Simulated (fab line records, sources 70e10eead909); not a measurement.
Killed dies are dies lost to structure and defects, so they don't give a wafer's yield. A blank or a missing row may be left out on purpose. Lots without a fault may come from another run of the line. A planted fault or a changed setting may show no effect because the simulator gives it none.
fab line records | flow nand_harc
record lots=7 wafers=21 last_day=23
route steps=1159 shown A_WL_FILL@822
lots that met no fault: from a run of the same line without faults
start_h: hours from the record's first day to the start of the lot's first wafer shown | wait_h: hours since the lot's step before | " the same as in the row above | L1.1+2: a row that stands for several wafers | - no value, or no start given | * or withheld: withheld | < > ~ a bound
route shown NAME@n: a module of which the file shows steps, and the number in the route of the first | usual: mean/standard deviation of fault-free wafers | same: alike in all rows | chamber/n: place in a boat | sites: the reading at each site | _std_site: their standard deviation | _edge_site: outer sites' mean less inner sites' | radius_mm: how far each site lies from the wafer's centre | mask NAME#n: copy n | behind: the tool/chamber that last shaped the wafer | hold: why the lot was held/for how many hours/how that ended | device: the transistor (n, p or np) that didn't switch | end of line: the same wafers' tests at the end of the route | a step without rows: its recipe alone | killed: dies lost to structure and defects at the first sort, not the wafer's yield | map: a wafer's dies, x killed, . not, _ none there
set.NAME: the setting as run; set.NAME@STEP: as run at that earlier step | model.NAME: the simulator's own value behind a step, which no gauge read
lots at some steps of the route; a table a step, a row a wafer
services: from which hour (start_h, from the record's first day; less than 0 if before it) a tool's chamber was out of use, for how many hours, and why
## steps
# step NHARC_A_WL_FILL_ALD_10
# recipe target_thk_a=500 pulse_time_s=10 ald_cycles=500 temp_c=300 material=SiO2
# usual heater_power_w=467/35 precursor_pulse_height_rel=1.001/0.019
# same pulse_time_s=10
# columns lot.wafer tool chamber start_h wait_h heater_power_w precursor_pulse_height_rel
L493.1 ald_hk-02 0 340.98 3.1 502 0.969
L493.3 " 2 342.01 4.1 468 1.041
L493.6 " 1 343.54 5.7 407 0.990
L502.2 ald_hk-02 0 403.62 0.1 493 0.970
L502.4 " 1 " " 417 1.016
L502.6 " 0 405.70 2.1 500 0.995
L506.3 ald_hk-02 1 427.91 0.0 418 1.009
L506.1 " 2 " " 487 0.961
L506.4 " 0 429.45 1.6 495 1.025
L507.3 ald_hk-01 0 427.92 0.1 513 1.010
L507.2 " 3 429.45 1.6 496 0.998
L507.6 " 0 " " 542 1.018
L509.3 ald_hk-02 1 434.56 1.1 408 0.991
L509.4 " 2 " " 462 0.990
L509.5 " 0 436.11 2.6 494 1.001
L508.3 ald_hk-03 0 435.66 2.2 484 0.991
L508.5 " 1 " " 432 0.996
L508.6 " 2 " " 478 1.019
L512.4 ald_hk-01 3 463.59 2.7 489 0.985
L512.3 " 0 " " 509 1.006
L512.5 " 2 465.13 4.2 434 1.012
# step NHARC_A_WL_FILL_ETCHBACK_16
# recipe target_depth_a=880 time_s=17.6 c4f8_flow_sccm=withheld o2_flow_sccm=8 ar_flow_sccm=withheld rf_w=600 bias_w=800 chemistry=C4F8/O2/Ar
# usual oes_product_au=0.986/0.026 rf_fwd_power_W=588.5/2.9 rf_vpp_V=721/4.6
# columns lot.wafer tool chamber start_h wait_h oes_product_au rf_fwd_power_W rf_hours_counter_h rf_vpp_V
L493.3 rie_diel-10 2 - - 0.992 586.4 9.0 716
L493.1 " 0 " " 0.990 584.9 8.9 726
L493.6 " 0 " " 0.996 584.9 - 724
L502.2 rie_diel-04 0 - - 1.007 586.9 4.6 717
L502.4 " 1 " " 1.009 586.7 4.5 723
L502.6 " 3 " " 1.009 591.4 - 730
L506.3 rie_diel-10 3 - - 1.003 588.2 4.2 718
L506.4 " 0 " " 0.988 582.4 3.8 725
L506.1 " 1 " " 0.999 595.0 4.0 717
L507.3 rie_diel-04 2 - - 0.997 586.7 5.6 722
L507.2 " 3 " " 0.998 591.4 4.8 728
L507.6 " 2 " " 0.997 586.8 - 722
L509.4 rie_diel-05 3 - - 0.980 587.5 2.2 724
L509.3 " 0 " " 0.989 589.3 2.1 731
L509.5 " 3 " " 0.990 584.9 - 722
L508.3 rie_diel-10 0 - - 0.970 586.9 4.2 727
L508.6 " 1 " " 0.971 591.8 - 718
L508.5 " 2 " " 0.964 585.3 - 717
L512.3 rie_diel-05 2 - - 1.005 591.7 3.1 718
L512.4 " 0 " " 0.994 594.6 2.9 730
L512.5 " 2 " " 1.006 588.7 - 717
# step NHARC_A_WL_FILL_STRIP_29
# recipe time_s=20 o2_flow_sccm=500 ar_flow_sccm=0 bias_w=0 chemistry=O2
# step NHARC_A_WL_FILL_ETCHBACK_17
# recipe target_depth_a=40 time_s=26.7 chemistry=Cl2/BCl3
# usual drypump_motor_current_A=5.8/0.66 oes_product_au=1.000/0.0078
# columns lot.wafer tool chamber start_h wait_h drypump_motor_current_A oes_product_au rf_hours_counter_h
L493.1 rie_metal-02 1 345.82 - 6.5 1.011 3.6
L493.3 " 0 " " 6.0 1.015 -
L493.6 " 0 " " 6.0 1.009 -
L502.2 rie_metal-03 1 408.47 - 5.0 0.997 3.5
L502.4 " 0 " " 4.9 0.986 -
L502.6 " 0 " " 5.0 0.987 -
L506.1 rie_metal-01 0 432.72 - 6.1 1.001 2.8
L506.4 " 0 " " 6.1 1.011 -
L506.3 " 1 " " 6.6 0.999 -
L507.2 rie_metal-03 0 432.74 - 5.0 0.988 4.3
L507.3 " 0 " " 5.0 0.992 -
L507.6 " 1 " " 5.0 1.000 -
L509.3 rie_metal-03 1 438.41 - 5.0 0.999 -
L509.4 " 0 " " 5.0 0.994 -
L509.5 " 0 " " 5.0 1.001 -
L508.3 rie_metal-02 1 439.00 - 6.5 1.003 -
L508.6 " 0 " " 6.0 1.014 -
L508.5 " 1 " " 6.5 0.990 -
L512.4 rie_metal-02 1 467.92 - 6.5 0.999 -
L512.3 " 0 " " 6.0 1.006 -
L512.5 " 0 " " 6.0 1.005 -
# step NHARC_A_WL_FILL_PRECLEAN_18
# recipe time_s=30 chemistry=dHF
# step NHARC_A_WL_FILL_SRD_21
# step NHARC_A_WL_FILL_CVD_23
# recipe target_thk_a=400 temp_c=620 pressure_mtorr=200 time_s=800 material=poly-Si
# step NHARC_A_WL_FILL_ETCHBACK_26
# recipe target_depth_a=520 time_s=13.3 hbr_flow_sccm=150 rf_w=350 icp_w=350 bias_w=60 chemistry=HBr
# usual drypump_motor_current_A=5.9/0.44 oes_product_au=1.003/0.0068 rf_fwd_power_W=342.9/1.4 throttle_valve_pct=23.267/0.01
# columns lot.wafer tool chamber start_h wait_h drypump_motor_current_A oes_product_au rf_fwd_power_W rf_hours_counter_h throttle_valve_pct
L493.1 rie_si-02 2 350.86 0.4 6.4 1.012 342.8 1.2 23.271
L493.3 " 3 " " 5.0 1.004 343.4 1.0 23.276
L493.6 " 1 " " 6.1 1.006 341.2 - 23.267
L502.2 rie_si-02 1 413.77 0.4 6.1 1.001 340.4 0.1 23.263
L502.4 " 2 " " 6.4 1.008 343.7 0.1 23.257
L502.6 " 3 " " 5.0 1.005 343.0 - 23.264
L506.4 rie_si-02 3 437.82 0.4 5.1 0.995 344.3 0.3 23.262
L506.3 " 0 " " 5.8 0.987 341.9 0.2 23.262
L506.1 " 1 " " 6.2 0.998 341.9 0.3 23.264
L507.2 rie_si-01 1 437.83 0.4 5.8 1.006 343.4 0.9 23.259
L507.3 " 3 " " 5.4 0.993 342.2 0.8 23.270
L507.6 " 0 " " 6.3 0.998 344.1 - 23.263
L508.3 rie_si-01 1 443.81 0.4 5.7 1.000 342.1 1.0 23.275
L508.6 " 1 " " 5.8 1.013 340.7 - 23.273
L508.5 " 2 " " 5.7 1.007 341.3 - 23.266
L509.4 rie_si-02 2 443.82 0.4 6.4 1.012 343.0 0.3 23.250
L509.3 " 3 " " 5.1 0.995 344.6 0.3 23.270
L509.5 " 1 " " 6.1 0.995 343.4 - 23.258
L512.3 rie_si-03 3 472.92 0.4 6.4 1.005 341.7 0.9 23.255
L512.4 " 0 " " 5.6 1.017 345.8 0.9 23.260
L512.5 " 2 " " 5.7 1.003 342.9 - 23.263
# step NHARC_A_WL_FILL_PRECLEAN_30
# recipe time_s=10 chemistry=dHF
# step NHARC_A_WL_FILL_SRD_14
# step NHARC_A_WL_FILL_ALD_19
# recipe target_thk_a=20 pulse_time_s=3 ald_cycles=100 temp_c=450 material=TiN
# usual heater_power_w=1128/130 precursor_pulse_height_rel=1.000/0.021
# same pulse_time_s=3
# columns lot.wafer tool chamber start_h wait_h heater_power_w precursor_pulse_height_rel
L493.3 ald_metal-02 3 351.11 0.1 1365 1.007
L493.1 " 1 " " 880 1.006
L493.6 " 0 " " 1010 0.999
L502.4 ald_metal-03 1 414.01 0.1 1061 0.991
L502.2 " 0 " " 1213 1.008
L502.6 " 1 " " 1093 1.005
L506.3 ald_metal-03 3 438.09 0.1 1257 0.996
L506.4 " 0 " " 1175 0.974
L506.1 " 1 " " 1094 1.018
L507.3 ald_metal-02 1 438.10 0.1 813 1.016
L507.2 " 3 " " 1323 1.012
L507.6 " 2 " " 1167 0.957
L509.3 ald_metal-02 1 444.08 0.1 824 0.958
L509.4 " 2 " " 1156 1.004
L509.5 " 0 " " 1057 0.958
L508.3 ald_metal-04 0 444.13 0.1 1225 1.014
L508.5 " 2 " " 1032 1.031
L508.6 " 3 " " 1151 1.011
L512.4 ald_metal-02 1 473.17 0.1 848 0.982
L512.3 " 0 " " 1098 1.008
L512.5 " 1 " " 829 1.016
# step NHARC_A_WL_FILL_CVD_20
# recipe target_thk_a=750 temp_c=300 pressure_torr=40 wf6_flow_sccm=40 h2_flow_sccm=1600 ar_flow_sccm=1560 time_s=5064 material=W
# usual chamber_pressure_Torr=40.01/0.083 heater_power_outer_w=268/25 heater_power_w=467/31 throttle_valve_pct=7.98/0.21
# columns lot.wafer tool chamber start_h wait_h chamber_pressure_Torr heater_power_outer_w heater_power_w throttle_valve_pct
L493.1 cvd_w-02 0 353.31 - 39.89 318 522 8.28
L493.3 " 0 354.71 - 39.91 311 515 8.18
L493.6 " 0 356.12 - 39.91 315 514 8.47
L502.2 cvd_w-02 1 414.21 - 39.99 267 471 7.92
L502.4 " 1 415.66 - 39.94 258 474 7.81
L502.6 " 0 417.84 - 39.93 297 505 8.02
L506.1 cvd_w-02 1 438.29 - 40.16 263 486 7.96
L506.4 " 1 439.74 - 40.06 258 492 8.08
L506.3 " 0 " " 39.94 306 503 7.67
L507.2 cvd_w-01 0 439.03 - - - - -
L507.3 " 1 " " - - - -
L507.6 " 1 441.22 - - - - -
L509.4 cvd_w-01 0 445.68 - - - - -
L509.3 " 1 " " - - - -
L509.5 " 1 447.82 - - - - -
L508.3 cvd_w-02 0 445.73 - - - - -
L508.5 " 0 447.17 - - - - -
L508.6 " 1 " " - - - -
L512.4 cvd_w-01 0 476.75 - 40.13 257 416 7.89
L512.3 " 1 " " 39.94 244 465 8.02
L512.5 " 1 478.92 - 39.96 243 473 7.84
# step NHARC_A_WL_FILL_CMP_12
# recipe t_overpolish_s=30 target_thk_nm=75
# usual motor_current_A=12.0/1.4 overpolish_run_s=30.001/0.0087 slurry_flow_ml_min=149.9/0.5 time_to_endpoint_s=16.1/1.9
# columns lot.wafer tool chamber start_h wait_h motor_current_A overpolish_run_s slurry_flow_ml_min time_to_endpoint_s
L493.3 cmp-04 1 358.29 2.9 10.0 29.992 150.4 15.3
L493.1 " 2 " " 12.4 30.003 151.2 13.9
L493.6 " 1 " " 9.5 29.996 150.2 15.6
L502.2 cmp-04 2 419.30 4.4 13.2 30.005 151.1 14.6
L502.4 " 0 " " 15.2 29.979 150.3 13.9
L502.6 " 3 " " 12.3 29.993 149.4 15.3
L506.4 cmp-03 0 443.39 2.9 13.1 30.008 150.4 17.1
L506.1 " 2 " " 10.8 30.004 149.9 15.0
L506.3 " 3 " " 11.1 30.024 150.0 14.4
L507.3 cmp-02 3 443.42 2.9 12.9 30.008 149.8 3.1
L507.2 " 1 " " 11.0 29.999 149.7 0.8
L507.6 " 3 " " 12.7 30.007 150.7 0.1
L509.4 cmp-02 1 449.26 2.9 11.2 29.998 149.2 0.3
L509.3 " 2 " " 10.9 29.987 149.4 2.4
L509.5 " 1 " " 10.9 30.002 149.8 2.6
L508.3 cmp-04 2 449.37 2.9 12.4 30.018 149.6 2.0
L508.5 " 1 " " 10.0 30.017 150.5 2.0
L508.6 " 2 " " 12.2 29.994 150.2 0.4
L512.3 cmp-03 1 480.40 2.2 11.9 29.994 149.5 19.8
L512.4 " 0 " " 13.3 29.995 149.8 19.1
L512.5 " 1 " " 11.3 30.009 149.1 19.3
## services
# columns tool chamber start_h hours kind
rie_diel-04 3 321.00 13.3 repair
cmp-03 - 321.65 74.2 repair
ald_metal-03 - 322.00 10.0 pm
cmp-02 - 324.63 4.0 pm
rie_diel-05 - 340.65 9.0 pm
rie_diel-10 3 341.33 5.5 repair
cmp-04 - 347.18 2.8 repair
rie_diel-10 - 353.50 9.0 pm
ald_metal-02 - 364.00 10.0 pm
rie_si-01 - 364.00 0.9 repair
cmp-04 - 377.08 0.2 repair
cvd_w-02 - 377.15 13.0 pm
rie_diel-05 0 382.18 2.6 repair
rie_metal-02 - 388.00 9.0 pm
rie_si-02 - 388.00 9.0 pm
ald_metal-02 0 396.76 19.3 repair
cmp-04 - 398.44 1.2 repair
cmp-04 - 401.00 4.0 pm
ald_metal-02 - 408.87 1.3 repair
ald_metal-02 - 415.04 12.5 repair
rie_metal-02 1 423.75 7.4 repair
rie_metal-03 1 446.44 3.8 repair
rie_metal-03 - 453.00 9.0 pm
cvd_w-01 - 479.64 13.0 pm
## key
first_sign step=NHARC_A_WL_FILL_CVD_20 reading=tool_record direction=missing
effect step=NHARC_A_WL_FILL_CMP_12 reading=time_to_endpoint_s direction=down sigmas=7.6 usual=* struck=*
met_at NHARC_A_WL_FILL_CVD_20
struck_wafers L507.2,L507.3,L507.6,L508.3,L508.5,L508.6,L509.3,L509.4,L509.5
later_rows_left_out L507.2,L507.3,L507.6,L508.3,L508.5,L508.6,L509.3,L509.4,L509.5
sort_left_out L507.2,L507.3,L507.6,L508.3,L508.5,L508.6,L509.3,L509.4,L509.5
tester_left_out L507,L508,L509
onset_between 438.29 439.03
fault kind=skipped_step_whole tool=cvd_w-01,cvd_w-02 chamber=- onset_h=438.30 steps=NHARC_A_WL_FILL_CVD_20 scope=struck_lots_only
# tester_left_out: of these lots the tester's yield and bins aren't shown, on N5 and GAA mostly nor the transistor test; their killed dies are dies lost to structure and defects alone, not to doping, threshold or leakage, so they don't give the yield
# sort_left_out: the simulated sort isn't trusted on such a fault, so these wafers' sort isn't shown, and their yield isn't known
# later_rows_left_out: the simulator's readings of these wafers behind a module that went badly wrong aren't trusted and aren't shown, but for the sort
